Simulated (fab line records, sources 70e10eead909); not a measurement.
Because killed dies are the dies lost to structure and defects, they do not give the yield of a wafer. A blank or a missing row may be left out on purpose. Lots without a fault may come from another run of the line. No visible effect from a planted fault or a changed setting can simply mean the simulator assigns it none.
Problem report in the 8D (eight disciplines) form, filled by code -- flow nandHarc -- the parts of the form that need people (team, actions taken, sign-off) are left out

1. THE PROBLEM
At NHARC_A_M1_DEP_33, rfFwdPowerW averages 376.9 W over 5 wafers from 2 lots, while fault-free wafers read 449.2 W, standard deviation 1.4. Relative to the usual mean, that is a shift of -52 standard deviations.
The step: deposits SiCN, target thk 30 nm.
The first sign was on wafer L108.6 at day 20 17:41, on pecvd-04. The record holds 32 wafers of 11 lots with a number at this step. Rule for "out", or "out of limits": more than 4 standard deviations from the usual mean. The other wafers with a number count as sound.

2. WHAT IT IS; WHAT IT IS NOT
question,is,is not
which readings at this step,rfFwdPowerW,"heaterPowerW, susceptorTempC"
which lots,"L108, L109","L101, L102, L103, L104, L105, L107, L112, L120, L999"
which wafers of those lots,all that have a number,-
read on which tools,pecvd-04,"pecvd-02, pecvd-03"
when,from day 20 17:41,"up to then (21 sound wafers); but 6 sound wafers of L112, L120 came after"

3. THE SUSPECTS, EACH WITH WHAT RULES IT OUT
Counting: a tool stays on the suspect list if, at a process step up to the reading, it processed all lots that are out and no sound lot following the first of them.
- rtpAnneal-02 at NHARC_A_M1_ANNEAL_31 (time 90 s): ruled out as a lasting fault. Sound lots L112, L120 ran on it after its first lot that is out, L108 (day 20 16:42).
- pecvd-04 at NHARC_A_M1_DEP_33 (deposits SiCN, target thk 30 nm): kept. It ran every lot that is out, first L108 (day 20 17:41), and no sound lot after that; its last sound lot up to then is L107 (day 20 07:32). On those wafers its own readings are out: rfFwdPowerW.
Remaining after the count: pecvd-04 at NHARC_A_M1_DEP_33.

4. THE CAUSE (what the simulator had put in)
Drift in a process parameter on pecvd-04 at NHARC_A_M1_DEP_33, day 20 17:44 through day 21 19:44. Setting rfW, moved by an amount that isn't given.
Only this tool survived the counting.

5. THE EFFECT CHAIN, in route order
One row per reading whose mean, taken over the struck wafers that have a number, lies over 3 standard deviations from the usual. Only readings for which the record gives a usual standard deviation are gone through. hours: the time from each lot's start at the first step in this table that gives one to its start at this step, as a median over the lots. sigmas: the change in usual standard deviations.
hours,step,reading,usual,on struck wafers,change,sigmas
0,NHARC_A_M1_DEP_33,rfFwdPowerW,449.2 W,376.9,-72.3,-52
The process steps in it:
- NHARC_A_M1_DEP_33: deposits SiCN, target thk 30 nm.

6. WHAT WOULD HAVE CAUGHT IT SOONER
In this record the first reading out of limits was taken at day 20 17:41.
